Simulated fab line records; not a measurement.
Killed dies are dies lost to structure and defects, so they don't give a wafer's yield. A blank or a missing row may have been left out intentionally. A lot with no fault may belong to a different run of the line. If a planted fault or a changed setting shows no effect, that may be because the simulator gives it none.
What tool caused it? ; flow n5Finfet ; Sampling: 24 lots, 72 wafers, 4 of 1938 route steps

== WHAT THE GAUGES SHOWED, per wafer ==
N5_BEOL_M7_OVL_MEAS_12.
lot;measured;on;M7_OVL (nm)
L074;day 8 15:30;overlay-01;1.2 -0.4 0.6
L075;day 8 21:19;overlay-01;0.0 -0.9 0.6
L077;day 9 06:37;overlay-02;-0.2 -1.2 -0.8
L076;day 9 10:06;overlay-01;-0.4 0.1 -0.3
L078;day 9 10:16;overlay-02;-0.1 0.2 0.0
L080;day 9 18:47;overlay-01;0.3 1.0 0.1
L079;day 10 02:02;overlay-01;-1.2 -1.3 -1.2
L081;day 10 19:07;overlay-01;-0.1 -1.4 -0.2
L082;day 10 19:17;overlay-01;-1.0 -0.5 -0.6
L083;day 11 00:55;overlay-02;-1.0 -1.0 -0.3
L084;day 11 14:40;overlay-02;-0.9 -1.4 -2.0
L085;day 11 15:11;overlay-02;0.3 0.3 -0.1
L086;day 11 19:02;overlay-01;0.5 0.0 0.1
L087;day 12 02:26;overlay-01;-0.8 -0.2 -0.2
L089;day 12 05:52;overlay-02;0.0 -0.6 0.4
L088;day 12 12:56;overlay-01;0.0 -1.2 -0.4
L090;day 12 20:02;overlay-01;0.3 0.7 0.6
L091;day 12 21:14;overlay-01;-0.2 -1.2 -0.9
L092;day 13 14:53;overlay-01;0.5 0.6 0.5
L093;day 13 16:27;overlay-01;-0.9 -0.4 -1.8
L094;day 13 19:20;overlay-02;0.8 1.2 1.2
L095;day 14 13:34;overlay-01;0.5 1.0 0.4
L096;day 14 13:55;overlay-01;0.1 0.6 0.6
L097;day 14 15:40;overlay-01;-1.5 0.2 -0.4

N5_BEOL_M7_CD_MEAS_18: pitch 80 nm, target cd 40 nm.
lot;measured;on;cdNm (nm)
L074;day 8 16:11;cdSem-01;40.4 39.4 39.0
L075;day 8 21:56;cdSem-01;41.2 40.0 39.0
L077;day 9 07:14;cdSem-02;39.3 39.0 39.6
L076;day 9 10:46;cdSem-01;40.6 39.3 39.9
L078;day 9 10:49;cdSem-02;40.4 41.0 40.6
L080;day 9 19:26;cdSem-02;40.7 40.5 40.7
L079;day 10 02:34;cdSem-01;39.3 40.1 40.1
L081;day 10 19:40;cdSem-02;41.0 40.2 40.6
L082;day 10 19:48;cdSem-03;40.2 39.6 40.2
L083;day 11 01:26;cdSem-02;39.5 39.2 40.3
L084;day 11 15:16;cdSem-02;39.9 41.4 39.0
L085;day 11 15:44;cdSem-02;40.2 39.9 40.1
L086;day 11 19:33;cdSem-01;40.1 40.7 40.5
L087;day 12 03:10;cdSem-02;40.3 39.1 39.7
L089;day 12 06:30;cdSem-02;39.9 40.4 39.9
L088;day 12 13:27;cdSem-01;39.8 40.1 40.4
L090;day 12 20:38;cdSem-03;40.3 40.1 39.5
L091;day 12 21:48;cdSem-03;40.1 40.7 40.2
L092;day 13 15:47;cdSem-02;41.3 41.1 42.7
L093;day 13 17:08;cdSem-03;41.1 40.7 40.4
L094;day 13 20:08;cdSem-03;39.5 40.5 39.8
L095;day 14 14:11;cdSem-01;41.0 39.8 39.8
L096;day 14 14:29;cdSem-03;39.6 39.7 39.4
L097;day 14 16:28;cdSem-01;40.2 40.4 40.1

N5_BEOL_M7_CD_MEAS_35: the cd target is 40 nm.
lot;measured;on;cdNm (nm)
L074;day 8 18:10;cdSem-02;40.5 39.4 39.1
L075;day 9 00:38;cdSem-01;40.9 39.7 39.1
L077;day 9 09:23;cdSem-03;39.0 39.3 39.6
L076;day 9 13:28;cdSem-03;40.8 39.5 39.2
L078;day 9 13:03;cdSem-01;40.3 41.1 40.5
L080;day 9 21:33;cdSem-03;40.2 40.5 40.6
L079;day 10 04:14;cdSem-01;39.4 40.3 40.2
L081;day 10 22:33;cdSem-03;41.4 40.2 40.8
L082;day 10 22:34;cdSem-01;39.8 39.8 39.9
L083;day 11 02:55;cdSem-03;39.3 39.3 40.4
L084;day 11 16:38;cdSem-01;39.8 41.8 38.8
L085;day 11 17:15;cdSem-01;39.9 40.3 40.1
L086;day 11 20:38;cdSem-02;39.6 40.5 40.2
L087;day 12 05:19;cdSem-01;40.5 38.8 40.0
L089;day 12 08:56;cdSem-01;39.5 40.0 39.7
L088;day 12 15:09;cdSem-02;39.9 40.1 40.5
L090;day 12 21:41;cdSem-01;40.7 39.6 39.7
L091;day 12 23:46;cdSem-01;40.3 41.0 40.5
L092;day 13 17:20;cdSem-02;41.2 41.3 42.3
L093;day 13 18:44;cdSem-02;41.6 40.9 40.6
L094;day 13 21:53;cdSem-02;39.7 40.3 39.9
L095;day 14 15:31;cdSem-03;41.1 39.8 40.1
L096;day 14 16:02;cdSem-03;39.3 40.3 40.1
L097;day 14 18:55;cdSem-01;39.5 40.4 40.1

== TOOL THAT RAN EACH LOT (tool first, then ch and the chambers of the sampled wafers, then the start) ==
lot;N5_BEOL_M7_CURE_74
L074;uvCure-03 ch 2, day 8 14:28
L075;uvCure-03 ch 2, day 8 19:11
L077;uvCure-02 ch 0, day 9 04:36
L076;uvCure-03 ch 2, day 9 08:19
L078;uvCure-02 ch 2, day 9 08:34
L080;uvCure-02 ch 1, day 9 16:26
L079;uvCure-02 ch 2, day 9 23:22
L081;uvCure-03 ch 1, day 10 17:38
L082;uvCure-02 ch 1, day 10 17:59
L083;uvCure-02 ch 1, day 10 23:34
L084;uvCure-03 ch 0, day 11 10:40
L085;uvCure-02 ch 1, day 11 11:11
L086;uvCure-01 ch 1, day 11 17:48
L087;uvCure-01 ch 0, day 11 23:56
L089;uvCure-03 ch 0, day 12 03:13
L088;uvCure-02 ch 1, day 12 11:37
L090;uvCure-03 ch 2, day 12 18:31
L091;uvCure-01 ch 2, day 12 19:33
L092;uvCure-03 ch 2, day 13 12:22
L093;uvCure-01 ch 2, day 13 15:04
L094;uvCure-03 ch 0, day 13 16:59
L095;uvCure-02 ch 0, day 14 12:35
L096;uvCure-01 ch 2, day 14 12:56
L097;uvCure-02 ch 2, day 14 14:22
- N5_BEOL_M7_CURE_74: cures SiCOH lowk, time 240 s.

== AS READ BY THE TOOLS THEMSELVES (means over the sampled wafers that have a number; for cases with no such wafer, the mark the record gives instead) ==
N5_BEOL_M7_CURE_74.
lot;tool;lampPowerPct (%);wafer_temp_C_max
L074;uvCure-03;52.29;386.0
L075;uvCure-03;52.31;386.2
L077;uvCure-02;52.34;386.1
L076;uvCure-03;52.34;385.9
L078;uvCure-02;52.34;386.3
L080;uvCure-02;52.35;386.7
L079;uvCure-02;52.32;386.8
L081;uvCure-03;52.32;386.2
L082;uvCure-02;52.31;386.3
L083;uvCure-02;52.32;386.3
L084;uvCure-03;52.32;386.1
L085;uvCure-02;52.33;386.2
L086;uvCure-01;52.35;387.6
L087;uvCure-01;52.27;386.9
L089;uvCure-03;52.37;386.0
L088;uvCure-02;52.41;386.5
L090;uvCure-03;52.29;386.5
L091;uvCure-01;52.34;387.6
L092;uvCure-03;52.35;386.1
L093;uvCure-01;52.35;387.8
L094;uvCure-03;52.27;386.0
L095;uvCure-02;52.31;386.1
L096;uvCure-01;52.28;387.4
L097;uvCure-02;52.30;386.6

== THE ANSWER, worked out from the rows above alone ==
Rule: the usual values come from the lots themselves. The widest of any qualifying gaps counts: lots, ordered by their means at a reading, are off when they make up no more than a third of the lots, leave a main group of 4 or more, and stand apart from it by 3 or more times the standard deviation of that group's means. The tables above print the reading to a certain number of digits; a main group whose means all agree to those digits is not used. A lot without any number at a reading at which 4 lots or more have one is off too. Any other lot the step has rows for is counted as sound. After the gauges, taken in route order, come the tools' own readings; for these a lot's mean is taken, as printed above. The first step at which some lot is off is used, and at that step the reading that is off furthest; a lot without a number counts as furthest.
None of the lots is off at any reading shown; this tells nothing.

== WHAT WAS PUT IN BY THE SIMULATOR ==
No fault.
